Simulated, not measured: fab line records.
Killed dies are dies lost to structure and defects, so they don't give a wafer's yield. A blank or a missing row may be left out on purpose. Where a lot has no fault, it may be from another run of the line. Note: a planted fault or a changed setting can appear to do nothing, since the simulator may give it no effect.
Struck lot and sound lot, side by side    flow nand-harc    14 steps out of a route of 1159
Sound: wafers L153.1, L153.3, L153.5. Wafers L144.1, L144.4, L144.5 were the ones struck. Last of all comes the cause.
At each step with rows: each side's tool, then ch and its chambers, then its first start. Under that, the readings that differ: sound wafers    struck wafers    difference of the means    sigmas: that difference in standard deviations of wafers without a fault.
alike: same words and numbers on both sides, and readings whose means sit less than 2 such deviations apart. not compared: any withheld reading, any reading some wafer has no value for, any bound like >300 that may hide the same value, and any number with overlapping values for which the record gives no deviation.
A row with sigmas, a row that says differs or no value, or rows on one side alone: a step with any of these is where the two part. Non-overlapping numbers with no deviation appear without sigmas and do not part them. A reading missing from all wafers of one side parts the sides only when that side holds two or more wafers.

first, 5 steps without rows for these wafers: NHARC_A_STAIRCASE_EBR_180; NHARC_A_STAIRCASE_EXPOSE_181 (exposes mask STAIR 2); NHARC_A_STAIRCASE_PEB_182 (peb time 130 s); NHARC_A_STAIRCASE_DEVELOP_183 (time 140 s); NHARC_A_STAIRCASE_HARDBAKE_185 (time 140 s).
NHARC_A_STAIRCASE_DESCUM_186: chemistry O2, time 3 s.
  sound on rie-diel-05 ch 1,2, day 16 09:48; struck on rie-diel-11 ch 1,2,3, day 14 21:34
  alike: drypump-motor-current-A, oes-product-au, rf-vpp-V, showerhead-plenum-p-Torr, throttle-valve-pct
  not compared: rf-hours-counter-h
NHARC_A_STAIRCASE_TRIM_187: chemistry O2, time 211.2 s.
  sound on rie-diel-05 ch 0,2,3, day 16 09:54; struck on rie-diel-11 ch 2,3, day 14 23:02
  alike: drypump-motor-current-A, oes-product-au, rf-vpp-V, showerhead-plenum-p-Torr, throttle-valve-pct
  not compared: rf-hours-counter-h
NHARC_A_STAIRCASE_ETCH_188: etches the open film in C4F8/O2, target depth 100 nm, time 40.5 s.
  sound on rie-diel-05 ch 0,1,2; struck on rie-diel-11 ch 0,2,3
  alike: bias-w, chamber-pressure-mTorr, oes-product-au, rf-vpp-V
  not compared: rf-hours-counter-h
then, 1 step without rows for these wafers: NHARC_A_STAIRCASE_TRIM_189 (chemistry O2, time 211.2 s).
NHARC_A_STAIRCASE_ETCH_190: etches the open film in C4F8/O2, target depth 100 nm, time 40.5 s.
  sound on rie-diel-05 ch 0,1,2; struck on rie-diel-11 ch 1,3
  alike: bias-w, chamber-pressure-mTorr, oes-product-au, rf-vpp-V
  not compared: rf-hours-counter-h
then, 1 step without rows for these wafers: NHARC_A_STAIRCASE_TRIM_191 (chemistry O2, time 211.2 s).
NHARC_A_STAIRCASE_ETCH_192: etches the open film in C4F8/O2, target depth 100 nm, time 40.5 s.
  sound on rie-diel-05 ch 0,2,3, day 16 10:35; struck on rie-diel-11 ch 0,3, day 14 23:42
  no value came back on the struck wafers for bias-w (W), chamber-pressure-mTorr (mTorr), oes-product-au (a.u.), rf-vpp-V (V); on the sound wafers bias-w (W) reads 998 1000 1003
  not compared: rf-hours-counter-h
NHARC_A_STAIRCASE_TRIM_193: chemistry O2, time 211.2 s.
  sound on rie-diel-05 ch 0,1,3; struck on rie-diel-11 ch 0,1,3
  alike: drypump-motor-current-A, oes-product-au, rf-vpp-V, showerhead-plenum-p-Torr, throttle-valve-pct
  not compared: rf-hours-counter-h
-- jump in the record: it breaks off in module A_STAIRCASE and resumes in module END (first step shown: number 1159 of the route), and 8 days separate the struck wafers' starts before and after --
NHARC_END_SORT_01:
  at this point the record logs the struck wafers (prober-02 ch 0, day 23 04:24) and has no rows for the sound ones

## WHERE THEY PART
At NHARC_A_STAIRCASE_ETCH_192 first; at NHARC_END_SORT_01 last (within this record only).

WHY: what the simulator had put in
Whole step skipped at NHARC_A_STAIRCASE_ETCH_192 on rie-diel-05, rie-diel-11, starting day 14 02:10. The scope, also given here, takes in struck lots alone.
